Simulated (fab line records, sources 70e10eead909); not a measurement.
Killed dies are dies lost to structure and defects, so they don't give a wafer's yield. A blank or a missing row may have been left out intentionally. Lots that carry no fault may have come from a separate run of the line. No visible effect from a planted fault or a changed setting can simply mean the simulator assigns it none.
fab line records :: flow nand_harc
record:
  lots: 14
  wafers: 42
  last_day: 25
route steps=1159 shown P_START@1 P_ZERO_WELL@19 P_STI@83 END@1159
lots untouched by any fault: they come from a run of this same line in which no faults occurred
start_h: hours from the record's first day to the start of the lot's first wafer shown :: wait_h: time in hours since the lot's previous step :: " unchanged from the row above :: L1.1+2: one row covering several wafers at once :: - no value, or no start given :: * or withheld: withheld :: < > ~ a bound
route shown NAME@n: a module of which the file shows steps, and the number in the route of the first :: usual: mean/standard deviation taken from wafers without a fault :: same: alike in all rows :: chamber/n: place in a boat :: sites: the reading at each site :: _std_site: the values' standard deviation :: _edge_site: inner sites' mean taken away from outer sites' mean :: radius_mm: how far each site lies from the wafer's centre :: mask NAME#n: copy n :: behind: the tool/chamber that last shaped the wafer :: hold: why the lot was held/for how many hours/how that ended :: device: names the non-switching transistor (n, p or np) :: end of line: tests of these same wafers at the route's end :: where a step has no rows: the recipe by itself :: killed: not the wafer's yield, but the dies lost to structure and defects at the first sort :: map: shows each die of a wafer: x if killed, . if not, _ if none is there
set.NAME: the setting as run; set.NAME@STEP: as run at that earlier step :: model.NAME: the simulator's own value behind a step, which no gauge read
one table for each step of the route and one row for each wafer, over a sample of lots
services: the hour from which a tool's chamber was out of use, counted from the record's first day as start_h (under 0 if before that day), plus the number of hours and why
== steps ==
step: NHARC_P_START_INSPECT_01
usual:
  raw_defect_count: 3.6/1.9
lot.wafer: L678.1
tool: defect_inspect-02
chamber: -
start_h: 12.04
wait_h: -
raw_defect_count: 4

lot.wafer: L678.2
tool: defect_inspect-02
chamber: -
start_h: 12.04
wait_h: -
raw_defect_count: 3

lot.wafer: L678.3
tool: defect_inspect-02
chamber: -
start_h: 12.04
wait_h: -
raw_defect_count: 3

lot.wafer: L679.1
tool: defect_inspect-01
chamber: -
start_h: 18.04
wait_h: -
raw_defect_count: 5

lot.wafer: L679.2
tool: defect_inspect-01
chamber: -
start_h: 18.04
wait_h: -
raw_defect_count: 4

lot.wafer: L679.3
tool: defect_inspect-01
chamber: -
start_h: 18.04
wait_h: -
raw_defect_count: 2

lot.wafer: L680.1
tool: defect_inspect-02
chamber: -
start_h: 24.04
wait_h: -
raw_defect_count: 3

lot.wafer: L680.4
tool: defect_inspect-02
chamber: -
start_h: 24.04
wait_h: -
raw_defect_count: 4

lot.wafer: L680.6
tool: defect_inspect-02
chamber: -
start_h: 24.04
wait_h: -
raw_defect_count: 1

lot.wafer: L681.1
tool: defect_inspect-01
chamber: -
start_h: 30.04
wait_h: -
raw_defect_count: 4

lot.wafer: L681.3
tool: defect_inspect-01
chamber: -
start_h: 30.04
wait_h: -
raw_defect_count: 3

lot.wafer: L681.6
tool: defect_inspect-01
chamber: -
start_h: 30.04
wait_h: -
raw_defect_count: 1

lot.wafer: L682.1
tool: defect_inspect-02
chamber: -
start_h: 36.03
wait_h: -
raw_defect_count: 4

lot.wafer: L682.3
tool: defect_inspect-02
chamber: -
start_h: 36.03
wait_h: -
raw_defect_count: 4

lot.wafer: L682.6
tool: defect_inspect-02
chamber: -
start_h: 36.03
wait_h: -
raw_defect_count: 7

lot.wafer: L683.1
tool: defect_inspect-02
chamber: -
start_h: 42.04
wait_h: -
raw_defect_count: 5

lot.wafer: L683.2
tool: defect_inspect-02
chamber: -
start_h: 42.04
wait_h: -
raw_defect_count: 3

lot.wafer: L683.6
tool: defect_inspect-02
chamber: -
start_h: 42.04
wait_h: -
raw_defect_count: 2

lot.wafer: L685.2
tool: defect_inspect-01
chamber: -
start_h: 54.04
wait_h: -
raw_defect_count: 1

lot.wafer: L685.3
tool: defect_inspect-01
chamber: -
start_h: 54.04
wait_h: -
raw_defect_count: 3

lot.wafer: L685.4
tool: defect_inspect-01
chamber: -
start_h: 54.04
wait_h: -
raw_defect_count: 5

lot.wafer: L687.1
tool: defect_inspect-02
chamber: -
start_h: 66.04
wait_h: -
raw_defect_count: 5

lot.wafer: L687.3
tool: defect_inspect-02
chamber: -
start_h: 66.04
wait_h: -
raw_defect_count: 7

lot.wafer: L687.4
tool: defect_inspect-02
chamber: -
start_h: 66.04
wait_h: -
raw_defect_count: 0

lot.wafer: L694.2
tool: defect_inspect-02
chamber: -
start_h: 108.04
wait_h: -
raw_defect_count: 2

lot.wafer: L694.5
tool: defect_inspect-02
chamber: -
start_h: 108.04
wait_h: -
raw_defect_count: 5

lot.wafer: L694.6
tool: defect_inspect-02
chamber: -
start_h: 108.04
wait_h: -
raw_defect_count: 2

lot.wafer: L695.2
tool: defect_inspect-02
chamber: -
start_h: 114.04
wait_h: -
raw_defect_count: 2

lot.wafer: L695.3
tool: defect_inspect-02
chamber: -
start_h: 114.04
wait_h: -
raw_defect_count: 4

lot.wafer: L695.4
tool: defect_inspect-02
chamber: -
start_h: 114.04
wait_h: -
raw_defect_count: 5

lot.wafer: L697.2
tool: defect_inspect-01
chamber: -
start_h: 126.04
wait_h: -
raw_defect_count: 5

lot.wafer: L697.3
tool: defect_inspect-01
chamber: -
start_h: 126.04
wait_h: -
raw_defect_count: 0

lot.wafer: L697.6
tool: defect_inspect-01
chamber: -
start_h: 126.04
wait_h: -
raw_defect_count: 5

lot.wafer: L698.2
tool: defect_inspect-01
chamber: -
start_h: 132.04
wait_h: -
raw_defect_count: 3

lot.wafer: L698.3
tool: defect_inspect-01
chamber: -
start_h: 132.04
wait_h: -
raw_defect_count: 3

lot.wafer: L698.5
tool: defect_inspect-01
chamber: -
start_h: 132.04
wait_h: -
raw_defect_count: 5

lot.wafer: L699.1
tool: defect_inspect-02
chamber: -
start_h: 138.04
wait_h: -
raw_defect_count: 5

lot.wafer: L699.2
tool: defect_inspect-02
chamber: -
start_h: 138.04
wait_h: -
raw_defect_count: 2

lot.wafer: L699.4
tool: defect_inspect-02
chamber: -
start_h: 138.04
wait_h: -
raw_defect_count: 2

lot.wafer: L701.1
tool: defect_inspect-02
chamber: -
start_h: 150.04
wait_h: -
raw_defect_count: 4

lot.wafer: L701.2
tool: defect_inspect-02
chamber: -
start_h: 150.04
wait_h: -
raw_defect_count: 4

lot.wafer: L701.5
tool: defect_inspect-02
chamber: -
start_h: 150.04
wait_h: -
raw_defect_count: 4
step: NHARC_P_ZERO_WELL_ETCH_63
recipe:
  target_depth_a: 1200
  time_s: 40.1
  hbr_flow_sccm: 150
  cl2_flow_sccm: 50
  rf_w: 400
  icp_w: 400
  bias_w: 100
  chemistry: HBr/Cl2
usual:
  drypump_motor_current_A: 5.7/0.35
  oes_product_au: 0.999/0.01
  throttle_valve_pct: 26.406/0.0085
same:
  time_s: 40.1
lot.wafer: L678.2
tool: rie_si-03
chamber: 0
start_h: 13.67
wait_h: -
drypump_motor_current_A: 5.8
oes_product_au: 0.997
rf_hours_counter_h: 0.2
throttle_valve_pct: 26.405

lot.wafer: L678.1
tool: rie_si-03
chamber: 1
start_h: 13.67
wait_h: -
drypump_motor_current_A: 5.9
oes_product_au: 0.991
rf_hours_counter_h: 0.2
throttle_valve_pct: 26.394

lot.wafer: L678.3
tool: rie_si-03
chamber: 2
start_h: 13.67
wait_h: -
drypump_motor_current_A: 5.3
oes_product_au: 0.987
rf_hours_counter_h: 0.2
throttle_valve_pct: 26.400

lot.wafer: L679.1
tool: rie_si-04
chamber: 1
start_h: 19.76
wait_h: -
drypump_motor_current_A: 5.1
oes_product_au: 1.028
rf_hours_counter_h: 1.2
throttle_valve_pct: 26.407

lot.wafer: L679.3
tool: rie_si-04
chamber: 2
start_h: 19.76
wait_h: -
drypump_motor_current_A: 5.6
oes_product_au: 1.004
rf_hours_counter_h: 1.0
throttle_valve_pct: 26.394

lot.wafer: L679.2
tool: rie_si-04
chamber: 3
start_h: 19.76
wait_h: -
drypump_motor_current_A: 6.1
oes_product_au: 1.015
rf_hours_counter_h: 1.2
throttle_valve_pct: 26.405

lot.wafer: L680.1
tool: rie_si-03
chamber: 3
start_h: 25.77
wait_h: -
drypump_motor_current_A: 6.2
oes_product_au: 0.985
rf_hours_counter_h: 0.4
throttle_valve_pct: 26.408

lot.wafer: L680.4
tool: rie_si-03
chamber: 1
start_h: 25.77
wait_h: -
drypump_motor_current_A: 6.0
oes_product_au: 0.995
rf_hours_counter_h: 0.3
throttle_valve_pct: 26.416

lot.wafer: L680.6
tool: rie_si-03
chamber: 2
start_h: 25.77
wait_h: -
drypump_motor_current_A: 5.3
oes_product_au: 0.993
rf_hours_counter_h: -
throttle_valve_pct: 26.388

lot.wafer: L681.1
tool: rie_si-02
chamber: 0
start_h: 31.66
wait_h: -
drypump_motor_current_A: 5.5
oes_product_au: 0.995
rf_hours_counter_h: 1.5
throttle_valve_pct: 26.402

lot.wafer: L681.3
tool: rie_si-02
chamber: 1
start_h: 31.66
wait_h: -
drypump_motor_current_A: 5.7
oes_product_au: 0.990
rf_hours_counter_h: 1.4
throttle_valve_pct: 26.412

lot.wafer: L681.6
tool: rie_si-02
chamber: 0
start_h: 31.66
wait_h: -
drypump_motor_current_A: 5.5
oes_product_au: 0.999
rf_hours_counter_h: -
throttle_valve_pct: 26.393

lot.wafer: L682.1
tool: rie_si-03
chamber: 0
start_h: 37.56
wait_h: -
drypump_motor_current_A: 5.8
oes_product_au: 1.005
rf_hours_counter_h: 0.4
throttle_valve_pct: 26.399

lot.wafer: L682.3
tool: rie_si-03
chamber: 2
start_h: 37.56
wait_h: -
drypump_motor_current_A: 5.3
oes_product_au: 0.991
rf_hours_counter_h: 0.5
throttle_valve_pct: 26.400

lot.wafer: L682.6
tool: rie_si-03
chamber: 3
start_h: 37.56
wait_h: -
drypump_motor_current_A: 6.2
oes_product_au: 0.990
rf_hours_counter_h: -
throttle_valve_pct: 26.410

lot.wafer: L683.2
tool: rie_si-02
chamber: 3
start_h: 43.70
wait_h: -
drypump_motor_current_A: 5.7
oes_product_au: 0.996
rf_hours_counter_h: 0.0
throttle_valve_pct: 26.404

lot.wafer: L683.1
tool: rie_si-02
chamber: 0
start_h: 43.70
wait_h: -
drypump_motor_current_A: 5.5
oes_product_au: 0.996
rf_hours_counter_h: 0.0
throttle_valve_pct: 26.390

lot.wafer: L683.6
tool: rie_si-02
chamber: 2
start_h: 43.70
wait_h: -
drypump_motor_current_A: 5.3
oes_product_au: 1.004
rf_hours_counter_h: -
throttle_valve_pct: 26.397

lot.wafer: L685.4
tool: rie_si-03
chamber: 0
start_h: 55.56
wait_h: -
drypump_motor_current_A: 5.8
oes_product_au: 1.001
rf_hours_counter_h: 0.6
throttle_valve_pct: 26.406

lot.wafer: L685.3
tool: rie_si-03
chamber: 1
start_h: 55.56
wait_h: -
drypump_motor_current_A: 6.0
oes_product_au: 1.006
rf_hours_counter_h: 0.6
throttle_valve_pct: 26.410

lot.wafer: L685.2
tool: rie_si-03
chamber: 2
start_h: 55.56
wait_h: -
drypump_motor_current_A: 5.3
oes_product_au: 0.990
rf_hours_counter_h: 0.7
throttle_valve_pct: 26.403

lot.wafer: L687.3
tool: rie_si-03
chamber: 3
start_h: 67.65
wait_h: -
drypump_motor_current_A: 6.2
oes_product_au: 0.990
rf_hours_counter_h: 0.8
throttle_valve_pct: 26.398

lot.wafer: L687.1
tool: rie_si-03
chamber: 1
start_h: 67.65
wait_h: -
drypump_motor_current_A: 6.0
oes_product_au: 1.004
rf_hours_counter_h: 0.7
throttle_valve_pct: 26.408

lot.wafer: L687.4
tool: rie_si-03
chamber: 2
start_h: 67.65
wait_h: -
drypump_motor_current_A: 5.3
oes_product_au: 0.992
rf_hours_counter_h: 0.8
throttle_valve_pct: 26.400

lot.wafer: L694.2
tool: rie_si-04
chamber: 2
start_h: 109.55
wait_h: -
drypump_motor_current_A: 5.6
oes_product_au: 0.768
rf_hours_counter_h: 0.0
throttle_valve_pct: 26.405

lot.wafer: L694.6
tool: rie_si-04
chamber: 1
start_h: 109.55
wait_h: -
drypump_motor_current_A: 5.2
oes_product_au: 0.754
rf_hours_counter_h: -
throttle_valve_pct: 26.416

lot.wafer: L694.5
tool: rie_si-04
chamber: 2
start_h: 109.55
wait_h: -
drypump_motor_current_A: 5.6
oes_product_au: 1.001
rf_hours_counter_h: -
throttle_valve_pct: 26.404

lot.wafer: L695.4
tool: rie_si-04
chamber: 2
start_h: 115.87
wait_h: -
drypump_motor_current_A: 5.6
oes_product_au: 1.012
rf_hours_counter_h: 0.1
throttle_valve_pct: 26.395

lot.wafer: L695.2
tool: rie_si-04
chamber: 3
start_h: 115.87
wait_h: -
drypump_motor_current_A: 6.1
oes_product_au: 0.755
rf_hours_counter_h: 0.0
throttle_valve_pct: 26.404

lot.wafer: L695.3
tool: rie_si-04
chamber: 0
start_h: 115.87
wait_h: -
drypump_motor_current_A: 5.2
oes_product_au: 1.019
rf_hours_counter_h: 0.0
throttle_valve_pct: 26.399

lot.wafer: L697.2
tool: rie_si-02
chamber: 0
start_h: 127.79
wait_h: -
drypump_motor_current_A: 5.5
oes_product_au: 0.994
rf_hours_counter_h: 0.7
throttle_valve_pct: 26.403

lot.wafer: L697.3
tool: rie_si-02
chamber: 1
start_h: 127.79
wait_h: -
drypump_motor_current_A: 5.7
oes_product_au: 0.997
rf_hours_counter_h: 0.7
throttle_valve_pct: 26.393

lot.wafer: L697.6
tool: rie_si-02
chamber: 3
start_h: 127.79
wait_h: -
drypump_motor_current_A: 5.6
oes_product_au: 1.000
rf_hours_counter_h: -
throttle_valve_pct: 26.413

lot.wafer: L698.3
tool: rie_si-03
chamber: 3
start_h: 133.65
wait_h: -
drypump_motor_current_A: 6.2
oes_product_au: 0.995
rf_hours_counter_h: 1.4
throttle_valve_pct: 26.411

lot.wafer: L698.2
tool: rie_si-03
chamber: 2
start_h: 133.65
wait_h: -
drypump_motor_current_A: 5.3
oes_product_au: 0.996
rf_hours_counter_h: 1.3
throttle_valve_pct: 26.416

lot.wafer: L698.5
tool: rie_si-03
chamber: 0
start_h: 133.65
wait_h: -
drypump_motor_current_A: 5.8
oes_product_au: 1.006
rf_hours_counter_h: -
throttle_valve_pct: 26.414

lot.wafer: L699.4
tool: rie_si-03
chamber: 0
start_h: 139.79
wait_h: -
drypump_motor_current_A: 5.8
oes_product_au: 0.982
rf_hours_counter_h: 1.5
throttle_valve_pct: 26.401

lot.wafer: L699.2
tool: rie_si-03
chamber: 1
start_h: 139.79
wait_h: -
drypump_motor_current_A: 6.0
oes_product_au: 1.000
rf_hours_counter_h: 1.5
throttle_valve_pct: 26.407

lot.wafer: L699.1
tool: rie_si-03
chamber: 3
start_h: 139.79
wait_h: -
drypump_motor_current_A: 6.3
oes_product_au: 0.994
rf_hours_counter_h: 1.5
throttle_valve_pct: 26.412

lot.wafer: L701.1
tool: rie_si-03
chamber: 0
start_h: 151.56
wait_h: -
drypump_motor_current_A: 5.8
oes_product_au: 0.998
rf_hours_counter_h: 1.6
throttle_valve_pct: 26.414

lot.wafer: L701.2
tool: rie_si-03
chamber: 1
start_h: 151.56
wait_h: -
drypump_motor_current_A: 6.0
oes_product_au: 1.001
rf_hours_counter_h: 1.5
throttle_valve_pct: 26.398

lot.wafer: L701.5
tool: rie_si-03
chamber: 3
start_h: 151.56
wait_h: -
drypump_motor_current_A: 6.3
oes_product_au: 0.998
rf_hours_counter_h: -
throttle_valve_pct: 26.380
step: NHARC_P_ZERO_WELL_CD_MEAS_24
recipe:
  target_cd_nm: 720
  landing_energy_ev: 500
usual:
  cd_nm: 719.1/1.7
lot.wafer: L678.1
tool: cd_sem-03
chamber: 0
start_h: 14.45
wait_h: -
cd_nm: 720.1

lot.wafer: L678.2
tool: cd_sem-03
chamber: 0
start_h: 14.45
wait_h: -
cd_nm: 716.4

lot.wafer: L678.3
tool: cd_sem-03
chamber: 0
start_h: 14.45
wait_h: -
cd_nm: 719.5

lot.wafer: L679.1
tool: cd_sem-01
chamber: 0
start_h: 20.72
wait_h: -
cd_nm: 718.1

lot.wafer: L679.2
tool: cd_sem-01
chamber: 0
start_h: 20.72
wait_h: -
cd_nm: 717.3

lot.wafer: L679.3
tool: cd_sem-01
chamber: 0
start_h: 20.72
wait_h: -
cd_nm: 719.9

lot.wafer: L680.1
tool: cd_sem-01
chamber: 0
start_h: 26.56
wait_h: -
cd_nm: 719.7

lot.wafer: L680.4
tool: cd_sem-01
chamber: 0
start_h: 26.56
wait_h: -
cd_nm: 718.6

lot.wafer: L680.6
tool: cd_sem-01
chamber: 0
start_h: 26.56
wait_h: -
cd_nm: 721.4

lot.wafer: L681.1
tool: cd_sem-03
chamber: 0
start_h: 32.59
wait_h: -
cd_nm: 718.3

lot.wafer: L681.3
tool: cd_sem-03
chamber: 0
start_h: 32.59
wait_h: -
cd_nm: 722.2

lot.wafer: L681.6
tool: cd_sem-03
chamber: 0
start_h: 32.59
wait_h: -
cd_nm: 717.5

lot.wafer: L682.1
tool: cd_sem-03
chamber: 0
start_h: 38.49
wait_h: -
cd_nm: 716.6

lot.wafer: L682.3
tool: cd_sem-03
chamber: 0
start_h: 38.49
wait_h: -
cd_nm: 718.9

lot.wafer: L682.6
tool: cd_sem-03
chamber: 0
start_h: 38.49
wait_h: -
cd_nm: 722.8

lot.wafer: L683.1
tool: cd_sem-01
chamber: 0
start_h: 44.60
wait_h: -
cd_nm: 722.5

lot.wafer: L683.2
tool: cd_sem-01
chamber: 0
start_h: 44.60
wait_h: -
cd_nm: 717.3

lot.wafer: L683.6
tool: cd_sem-01
chamber: 0
start_h: 44.60
wait_h: -
cd_nm: 720.0

lot.wafer: L685.2
tool: cd_sem-01
chamber: 0
start_h: 56.49
wait_h: -
cd_nm: 718.3

lot.wafer: L685.3
tool: cd_sem-01
chamber: 0
start_h: 56.49
wait_h: -
cd_nm: 720.0

lot.wafer: L685.4
tool: cd_sem-01
chamber: 0
start_h: 56.49
wait_h: -
cd_nm: 720.3

lot.wafer: L687.1
tool: cd_sem-03
chamber: 0
start_h: 68.46
wait_h: -
cd_nm: 719.3

lot.wafer: L687.3
tool: cd_sem-03
chamber: 0
start_h: 68.46
wait_h: -
cd_nm: 718.9

lot.wafer: L687.4
tool: cd_sem-03
chamber: 0
start_h: 68.46
wait_h: -
cd_nm: 721.4

lot.wafer: L694.2
tool: cd_sem-03
chamber: 0
start_h: 110.48
wait_h: -
cd_nm: 719.0

lot.wafer: L694.5
tool: cd_sem-03
chamber: 0
start_h: 110.48
wait_h: -
cd_nm: 719.9

lot.wafer: L694.6
tool: cd_sem-03
chamber: 0
start_h: 110.48
wait_h: -
cd_nm: 722.0

lot.wafer: L695.2
tool: cd_sem-03
chamber: 0
start_h: 116.79
wait_h: -
cd_nm: 722.4

lot.wafer: L695.3
tool: cd_sem-03
chamber: 0
start_h: 116.79
wait_h: -
cd_nm: 721.1

lot.wafer: L695.4
tool: cd_sem-03
chamber: 0
start_h: 116.79
wait_h: -
cd_nm: 719.1

lot.wafer: L697.2
tool: cd_sem-02
chamber: 0
start_h: 128.71
wait_h: -
cd_nm: 718.4

lot.wafer: L697.3
tool: cd_sem-02
chamber: 0
start_h: 128.71
wait_h: -
cd_nm: 721.5

lot.wafer: L697.6
tool: cd_sem-02
chamber: 0
start_h: 128.71
wait_h: -
cd_nm: 720.4

lot.wafer: L698.2
tool: cd_sem-01
chamber: 0
start_h: 134.46
wait_h: -
cd_nm: 716.4

lot.wafer: L698.3
tool: cd_sem-01
chamber: 0
start_h: 134.46
wait_h: -
cd_nm: 718.8

lot.wafer: L698.5
tool: cd_sem-01
chamber: 0
start_h: 134.46
wait_h: -
cd_nm: 717.5

lot.wafer: L699.1
tool: cd_sem-02
chamber: 0
start_h: 140.71
wait_h: -
cd_nm: 719.2

lot.wafer: L699.2
tool: cd_sem-02
chamber: 0
start_h: 140.71
wait_h: -
cd_nm: 718.1

lot.wafer: L699.4
tool: cd_sem-02
chamber: 0
start_h: 140.71
wait_h: -
cd_nm: 715.9

lot.wafer: L701.1
tool: cd_sem-02
chamber: 0
start_h: 152.47
wait_h: -
cd_nm: 718.5

lot.wafer: L701.2
tool: cd_sem-02
chamber: 0
start_h: 152.47
wait_h: -
cd_nm: 718.9

lot.wafer: L701.5
tool: cd_sem-02
chamber: 0
start_h: 152.47
wait_h: -
cd_nm: 723.8
step: NHARC_P_STI_CD_MEAS_09
recipe:
  target_cd_nm: 200
  landing_energy_ev: 500
usual:
  cd_nm: 200.9/2.2
lot.wafer: L679.1
tool: cd_sem-02
chamber: 0
start_h: 38.67
wait_h: -
cd_nm: 200.5

lot.wafer: L679.2
tool: cd_sem-02
chamber: 0
start_h: 38.67
wait_h: -
cd_nm: 198.3

lot.wafer: L679.3
tool: cd_sem-02
chamber: 0
start_h: 38.67
wait_h: -
cd_nm: 199.0

lot.wafer: L678.1
tool: cd_sem-01
chamber: 0
start_h: 38.84
wait_h: -
cd_nm: 204.1

lot.wafer: L678.2
tool: cd_sem-01
chamber: 0
start_h: 38.84
wait_h: -
cd_nm: 201.2

lot.wafer: L678.3
tool: cd_sem-01
chamber: 0
start_h: 38.84
wait_h: -
cd_nm: 205.6

lot.wafer: L680.1
tool: cd_sem-01
chamber: 0
start_h: 52.49
wait_h: -
cd_nm: 197.9

lot.wafer: L680.4
tool: cd_sem-01
chamber: 0
start_h: 52.49
wait_h: -
cd_nm: 202.5

lot.wafer: L680.6
tool: cd_sem-01
chamber: 0
start_h: 52.49
wait_h: -
cd_nm: 200.6

lot.wafer: L681.1
tool: cd_sem-01
chamber: 0
start_h: 52.66
wait_h: -
cd_nm: 201.2

lot.wafer: L681.3
tool: cd_sem-01
chamber: 0
start_h: 52.66
wait_h: -
cd_nm: 202.3

lot.wafer: L681.6
tool: cd_sem-01
chamber: 0
start_h: 52.66
wait_h: -
cd_nm: 198.9

lot.wafer: L683.1
tool: cd_sem-01
chamber: 0
start_h: 62.56
wait_h: -
cd_nm: 200.9

lot.wafer: L683.2
tool: cd_sem-01
chamber: 0
start_h: 62.56
wait_h: -
cd_nm: 202.9

lot.wafer: L683.6
tool: cd_sem-01
chamber: 0
start_h: 62.56
wait_h: -
cd_nm: 202.8

lot.wafer: L682.1
tool: cd_sem-01
chamber: 0
start_h: 62.73
wait_h: -
cd_nm: 200.9

lot.wafer: L682.3
tool: cd_sem-01
chamber: 0
start_h: 62.73
wait_h: -
cd_nm: 202.9

lot.wafer: L682.6
tool: cd_sem-01
chamber: 0
start_h: 62.73
wait_h: -
cd_nm: 200.5

lot.wafer: L685.2
tool: cd_sem-03
chamber: 0
start_h: 76.97
wait_h: -
cd_nm: 203.4

lot.wafer: L685.3
tool: cd_sem-03
chamber: 0
start_h: 76.97
wait_h: -
cd_nm: 201.0

lot.wafer: L685.4
tool: cd_sem-03
chamber: 0
start_h: 76.97
wait_h: -
cd_nm: 202.5

lot.wafer: L687.1
tool: cd_sem-01
chamber: 0
start_h: 88.79
wait_h: -
cd_nm: 200.0

lot.wafer: L687.3
tool: cd_sem-01
chamber: 0
start_h: 88.79
wait_h: -
cd_nm: 203.2

lot.wafer: L687.4
tool: cd_sem-01
chamber: 0
start_h: 88.79
wait_h: -
cd_nm: 202.4

lot.wafer: L694.2
tool: cd_sem-03
chamber: 0
start_h: 130.69
wait_h: -
cd_nm: 201.1

lot.wafer: L694.5
tool: cd_sem-03
chamber: 0
start_h: 130.69
wait_h: -
cd_nm: 204.9

lot.wafer: L694.6
tool: cd_sem-03
chamber: 0
start_h: 130.69
wait_h: -
cd_nm: 202.3

lot.wafer: L695.2
tool: cd_sem-01
chamber: 0
start_h: 138.14
wait_h: -
cd_nm: 202.3

lot.wafer: L695.3
tool: cd_sem-01
chamber: 0
start_h: 138.14
wait_h: -
cd_nm: 200.8

lot.wafer: L695.4
tool: cd_sem-01
chamber: 0
start_h: 138.14
wait_h: -
cd_nm: 201.0

lot.wafer: L697.2
tool: cd_sem-01
chamber: 0
start_h: 149.16
wait_h: -
cd_nm: 204.1

lot.wafer: L697.3
tool: cd_sem-01
chamber: 0
start_h: 149.16
wait_h: -
cd_nm: 204.0

lot.wafer: L697.6
tool: cd_sem-01
chamber: 0
start_h: 149.16
wait_h: -
cd_nm: 202.5

lot.wafer: L698.2
tool: cd_sem-02
chamber: 0
start_h: 154.73
wait_h: -
cd_nm: 201.1

lot.wafer: L698.3
tool: cd_sem-02
chamber: 0
start_h: 154.73
wait_h: -
cd_nm: 198.1

lot.wafer: L698.5
tool: cd_sem-02
chamber: 0
start_h: 154.73
wait_h: -
cd_nm: 199.4

lot.wafer: L699.1
tool: cd_sem-03
chamber: 0
start_h: 163.70
wait_h: -
cd_nm: 202.8

lot.wafer: L699.2
tool: cd_sem-03
chamber: 0
start_h: 163.70
wait_h: -
cd_nm: 203.2

lot.wafer: L699.4
tool: cd_sem-03
chamber: 0
start_h: 163.70
wait_h: -
cd_nm: 202.9

lot.wafer: L701.1
tool: cd_sem-01
chamber: 0
start_h: 175.61
wait_h: -
cd_nm: 199.7

lot.wafer: L701.2
tool: cd_sem-01
chamber: 0
start_h: 175.61
wait_h: -
cd_nm: 200.7

lot.wafer: L701.5
tool: cd_sem-01
chamber: 0
start_h: 175.61
wait_h: -
cd_nm: 202.6
step: NHARC_END_SORT_01
recipe:
  temp_c: 25
usual:
  killed_at_array: 25/9.2
  killed_at_other: 0.9/1.3
  killed_at_periphery: 3.3/2.3
  killed_dies: 29/9.6
  killed_open: 3.2/1.8
  killed_short: 2/1.4
same:
  gross_dies: 677
lot.wafer: L687.1
tool: prober-02
chamber: 0
start_h: 478.13
wait_h: 2.6
killed_at_array: 50
killed_at_other: 3
killed_at_periphery: 5
killed_dies: 58
killed_open: 7
killed_short: 1

lot.wafer: L687.3
tool: prober-02
chamber: 0
start_h: 479.72
wait_h: 3.1
killed_at_array: 36
killed_at_other: 1
killed_at_periphery: 3
killed_dies: 40
killed_open: 4
killed_short: 0

lot.wafer: L687.4
tool: prober-02
chamber: 0
start_h: 480.52
wait_h: 3.4
killed_at_array: 28
killed_at_other: 2
killed_at_periphery: 3
killed_dies: 33
killed_open: 1
killed_short: 3
killed by level:class
L687.1 A_CHANNEL_HOLE_D1:chamber_film_flake=19 A_SLIT:chamber_film_flake=11 P_ZERO_WELL:chamber_film_flake=3 A_STAIRCASE:chamber_film_flake=3 A_WL_FILL:chamber_film_flake=3 A_M0:chamber_film_flake=3 A_ONON_D1:geometric_particle:open=2 A_SGD_CUT:chamber_film_flake=2
L687.3 A_CHANNEL_HOLE_D1:chamber_film_flake=12 A_SLIT:chamber_film_flake=10 A_M0:chamber_film_flake=3 P_ZERO_WELL:chamber_film_flake=2 A_STAIRCASE:chamber_film_flake=2 A_SGD_CUT:chamber_film_flake=2 A_WL_FILL:chamber_film_flake=2 A_CONTACT:chamber_film_flake=2
L687.4 A_CHANNEL_HOLE_D1:chamber_film_flake=7 A_SLIT:chamber_film_flake=5 A_CONTACT:chamber_film_flake=4 A_WL_FILL:geometric_particle:short=3 P_ZERO_WELL:chamber_film_flake=3 A_STAIRCASE:chamber_film_flake=3 A_WL_FILL:chamber_film_flake=3 THIN_TSV:chamber_film_flake=2
== services ==
tool: rie_si-02
chamber: -
start_h: 34.00
hours: 9.0
kind: pm

tool: rie_si-02
chamber: 0
start_h: 34.00
hours: 9.0
kind: vent_cycle

tool: rie_si-02
chamber: 1
start_h: 34.00
hours: 9.0
kind: vent_cycle

tool: rie_si-02
chamber: 2
start_h: 34.00
hours: 9.0
kind: vent_cycle

tool: rie_si-02
chamber: 3
start_h: 34.00
hours: 9.0
kind: vent_cycle

tool: rie_si-02
chamber: 0
start_h: 43.00
hours: -
kind: clean

tool: rie_si-02
chamber: 1
start_h: 43.00
hours: -
kind: clean

tool: rie_si-02
chamber: 2
start_h: 43.00
hours: -
kind: clean

tool: rie_si-02
chamber: 3
start_h: 43.00
hours: -
kind: clean

tool: rie_si-04
chamber: -
start_h: 99.00
hours: 9.0
kind: pm

tool: rie_si-04
chamber: 0
start_h: 99.00
hours: 9.0
kind: vent_cycle

tool: rie_si-04
chamber: 1
start_h: 99.00
hours: 9.0
kind: vent_cycle

tool: rie_si-04
chamber: 2
start_h: 99.00
hours: 9.0
kind: vent_cycle

tool: rie_si-04
chamber: 3
start_h: 99.00
hours: 9.0
kind: vent_cycle

tool: rie_si-04
chamber: 0
start_h: 108.00
hours: -
kind: clean

tool: rie_si-04
chamber: 1
start_h: 108.00
hours: -
kind: clean

tool: rie_si-04
chamber: 2
start_h: 108.00
hours: -
kind: clean

tool: rie_si-04
chamber: 3
start_h: 108.00
hours: -
kind: clean
== key ==
first_sign:
  step: NHARC_P_ZERO_WELL_ETCH_63
  reading: oes_product_au
  direction: down
  sigmas: 24
  usual: 0.999
  struck: 0.759
effect none on later readings
met_at NHARC_P_ZERO_WELL_ETCH_63
struck_lots L694,L695
struck_wafers L694.2,L694.6,L695.2
tester_left_out L694,L695
not_acting_at NHARC_P_START_INSPECT_01,NHARC_P_ZERO_WELL_CD_MEAS_24,NHARC_P_STI_CD_MEAS_09
onset_between 19.76 109.55
fault:
  kind: process_parameter_drift
  tool: rie_si-04
  chamber: -
  onset_h: 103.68
  steps: NHARC_P_ZERO_WELL_ETCH_63
  channel: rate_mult
  offset: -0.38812
  shape: step
  end_h: 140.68
  scope: struck_wafers_only
tester_left_out: of these lots the tester's yield and bins aren't shown, on N5 and GAA mostly nor the transistor test; their killed dies are dies lost to structure and defects alone, not to doping, threshold or leakage, so they don't give the yield
